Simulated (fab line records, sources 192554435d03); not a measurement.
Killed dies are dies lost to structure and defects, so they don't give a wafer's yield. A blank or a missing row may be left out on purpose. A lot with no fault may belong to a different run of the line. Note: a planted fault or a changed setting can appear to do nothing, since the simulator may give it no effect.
Chamber matching    flow n5Finfet    rieSi-06 running N5_BEOL_M0_SAQP_MANDREL2_REMOVE_110: 4 sister chambers
The step chemistry HBr/Cl2/O2, target a-Si, stops on SiCN, bt time 10 s. 14 wafers are shown with their chamber, then 7 later ones without.

## WAFERS, EACH WITH ITS CHAMBER
wafer   chamber  drypumpMotorCurrentA (A)  oesProductAu (a.u.)  heBacksideLeakSccm (sccm)
L074.1  3        5.8                       1.004                2.9
L074.3  1        6.0                       0.983                2.8
L074.4  2        5.6                       0.979                2.8
L080.1  2        5.6                       0.976                2.7
L080.4  0        5.8                       0.987                2.6
L080.5  1        6.1                       0.987                2.8
L081.1  0        5.8                       0.985                2.4
L081.2  1        6.1                       0.989                2.5
L081.6  2        5.6                       0.976                2.9
L082.1  3        5.8                       1.008                3.0
L082.3  2        5.6                       0.978                2.7
L082.4  0        5.8                       0.993                2.4
L083.3  3        5.8                       1.012                2.6
L083.5  0        5.8                       0.979                2.4

SIGNATURES (averages over the wafers above)
reading               chamber 0  chamber 1  chamber 2  chamber 3  scatter within a chamber
drypumpMotorCurrentA  5.800      6.067      5.600      5.800      0.0258
oesProductAu          0.98600    0.98633    0.97725    1.00800    0.00397
heBacksideLeakSccm    2.450      2.700      2.775      2.833      0.143
Rule: a wafer's distance from a chamber is the root of the sum, over the readings, of the square of ((its reading less the chamber's mean) divided by the reading's scatter). If the next closest chamber is less than 2 further off than the closest, the wafer can't be placed; otherwise it belongs to the closest. The scatter: the root of (the sum of the squares of (reading less its chamber's mean) over the shown wafers, divided by (wafers less chambers)).

## WAFERS WHOSE CHAMBER IS MISSING
wafer   drypumpMotorCurrentA (A)  oesProductAu (a.u.)  heBacksideLeakSccm (sccm)
L083.6  5.8                       1.023                2.8
L086.3  5.8                       1.009                2.8
L086.4  5.8                       0.997                2.5
L086.6  6.1                       0.983                2.9
L088.2  6.1                       0.993                2.8
L088.4  5.8                       0.993                2.9
L088.6  5.6                       0.978                2.7

## WHICH CHAMBER EACH ONE RAN IN
wafer   from the rows above      in truth
L083.6  3                        3
L086.3  3                        3
L086.4  can't be placed: 0 or 3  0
L086.6  1                        1
L088.2  1                        1
L088.4  can't be placed: 0 or 3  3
L088.6  2                        2
Correctly placed: 5 of 7. From these rows, 2 cannot be placed; in 2 the true chamber is one of the candidates. Wrongly placed: 0.
